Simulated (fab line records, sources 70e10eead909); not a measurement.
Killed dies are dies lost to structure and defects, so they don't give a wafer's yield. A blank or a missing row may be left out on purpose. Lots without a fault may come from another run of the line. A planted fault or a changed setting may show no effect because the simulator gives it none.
Chamber matching | flow nand_harc | NHARC_A_BLC_STRIP_21 on rie_diel-03: 4 sister chambers
The step strips in O2. 27 wafers are shown with their chamber, then 12 later ones without.

WAFERS WITH THEIR CHAMBER
wafer  | chamber | showerhead_plenum_p_Torr (Torr) | drypump_motor_current_A (A) | oes_product_au (a.u.)
L074.2 | 1       | 3.48                            | 5.9                         | 0.999
L074.3 | 0       | 3.65                            | 6.1                         | 1.010
L074.6 | 3       | 3.47                            | 5.0                         | 0.990
L080.1 | 3       | 3.47                            | 5.0                         | 0.994
L080.5 | 0       | 3.65                            | 6.1                         | 0.999
L080.6 | 3       | 3.47                            | 5.0                         | 1.009
L077.3 | 3       | 3.47                            | 5.0                         | 0.991
L077.5 | 1       | 3.48                            | 5.8                         | 0.993
L077.6 | 2       | 3.41                            | 5.1                         | 0.998
L082.2 | 1       | 3.48                            | 5.9                         | 0.990
L082.4 | 2       | 3.41                            | 5.1                         | 1.007
L082.6 | 1       | 3.48                            | 5.9                         | 1.000
L083.2 | 2       | 3.41                            | 5.1                         | 1.005
L083.3 | 0       | 3.65                            | 6.1                         | 0.993
L083.4 | 1       | 3.48                            | 5.9                         | 0.992
L085.1 | 0       | 3.65                            | 6.1                         | 1.002
L085.5 | 2       | 3.40                            | 5.1                         | 1.011
L085.6 | 1       | 3.48                            | 5.8                         | 0.989
L086.1 | 3       | 3.47                            | 5.0                         | 0.990
L086.2 | 2       | 3.40                            | 5.1                         | 0.997
L086.3 | 0       | 3.65                            | 6.1                         | 0.995
L086.4 | 1       | 3.48                            | 5.9                         | 0.991
L086.5 | 2       | 3.40                            | 5.0                         | 1.003
L086.6 | 1       | 3.48                            | 5.9                         | 0.991
L090.1 | 0       | 3.65                            | 6.1                         | 1.011
L090.3 | 2       | 3.40                            | 5.1                         | 1.014
L090.5 | 2       | 3.40                            | 5.1                         | 1.009

SIGNATURES (means of the wafers above)
reading                  | chamber 0 | chamber 1 | chamber 2 | chamber 3 | scatter within a chamber
showerhead_plenum_p_Torr | 3.6500    | 3.4800    | 3.4038    | 3.4700    | 0.00286
drypump_motor_current_A  | 6.100     | 5.875     | 5.087     | 5.000     | 0.0321
oes_product_au           | 1.00167   | 0.99313   | 1.00550   | 0.99480   | 0.00631
Rule: a wafer's distance from a chamber is the root of the sum, over the readings, of the square of ((its reading less the chamber's mean) divided by the reading's scatter). The wafer belongs to the nearest chamber; if the next one is less than 2 further off, it can't be placed. The scatter: the root of (the sum of the squares of (reading less its chamber's mean) over the shown wafers, divided by (wafers less chambers)).

WAFERS WITHOUT THEIR CHAMBER
wafer  | showerhead_plenum_p_Torr (Torr) | drypump_motor_current_A (A) | oes_product_au (a.u.)
L089.2 | 3.47                            | 5.0                         | 0.999
L089.3 | 3.48                            | 5.8                         | 0.999
L089.5 | 3.65                            | 6.1                         | 0.996
L088.2 | 3.48                            | 5.8                         | 1.000
L088.4 | 3.40                            | 5.1                         | 1.013
L088.5 | 3.65                            | 6.1                         | 1.015
L092.1 | 3.48                            | 5.9                         | 0.998
L092.4 | 3.47                            | 5.0                         | 1.002
L092.6 | 3.48                            | 5.9                         | 0.998
L097.2 | 3.48                            | 5.9                         | 0.996
L097.3 | 3.64                            | 6.1                         | 0.990
L097.5 | 3.46                            | 5.0                         | 0.999

WHICH CHAMBER EACH WENT THROUGH
wafer  | from the rows above | in truth
L089.2 | 3                   | 3
L089.3 | 1                   | 1
L089.5 | 0                   | 0
L088.2 | 1                   | 1
L088.4 | 2                   | 2
L088.5 | 0                   | 0
L092.1 | 1                   | 1
L092.4 | 3                   | 3
L092.6 | 1                   | 1
L097.2 | 1                   | 1
L097.3 | 0                   | 0
L097.5 | 3                   | 3
Placed correctly: 12 of 12. Can't be placed from these rows: 0. Placed wrongly: 0.
